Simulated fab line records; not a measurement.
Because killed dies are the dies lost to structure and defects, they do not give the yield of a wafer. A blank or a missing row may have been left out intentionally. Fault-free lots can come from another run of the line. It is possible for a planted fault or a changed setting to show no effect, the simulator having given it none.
Matching of chambers + flow n5Finfet + N5_BEOL_M13_ILD_DEP_00 on pecvd-01 has 3 sister chambers
The step deposits SiOC from DEMS/O2, target thk 837.92 nm, time 166.4 s. 3 wafers are shown with their chamber, then 7 later ones without.

WAFERS PAIRED WITH THEIR CHAMBERS
| wafer  | chamber | throttleValvePct (%) |
|--------|---------|----------------------|
| L087.1 | 1       | 11.3                 |
| L092.1 | 0       | 11.0                 |
| L092.2 | 2       | 11.1                 |

WAFERS WHOSE CHAMBER IS MISSING
| wafer  | throttleValvePct (%) |
|--------|----------------------|
| L092.6 | 11.0                 |
| L093.1 | 11.7                 |
| L093.4 | 11.2                 |
| L093.5 | 11.5                 |
| L095.1 | 11.2                 |
| L095.2 | 11.5                 |
| L095.4 | 11.5                 |

WHICH CHAMBER EACH ONE RAN IN
| wafer  | from the rows above          | in truth |
|--------|------------------------------|----------|
| L092.6 | can't be placed: 0 or 2 or 1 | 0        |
| L093.1 | can't be placed: 1 or 2 or 0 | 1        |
| L093.4 | can't be placed: 2 or 1 or 0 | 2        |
| L093.5 | can't be placed: 1 or 2 or 0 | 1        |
| L095.1 | can't be placed: 2 or 1 or 0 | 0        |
| L095.2 | can't be placed: 1 or 2 or 0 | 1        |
| L095.4 | can't be placed: 1 or 2 or 0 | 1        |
0 of 7 placed correctly. Not placeable from these rows: 7 (in 7, the candidates include the true chamber). Wrongly placed: 0.
How it was worked out, from the rows above alone: a wafer's distance from a chamber is the root of the sum, over the readings, of the square of ((its reading less the chamber's mean) divided by the reading's scatter). The wafer belongs to the nearest chamber; if the next one is less than 2 further off, it can't be placed. Each chamber's mean is taken over the wafers shown for it. The scatter: with one shown wafer a chamber, the root of the mean of the squares of how far each hidden wafer lies from its nearest shown one.
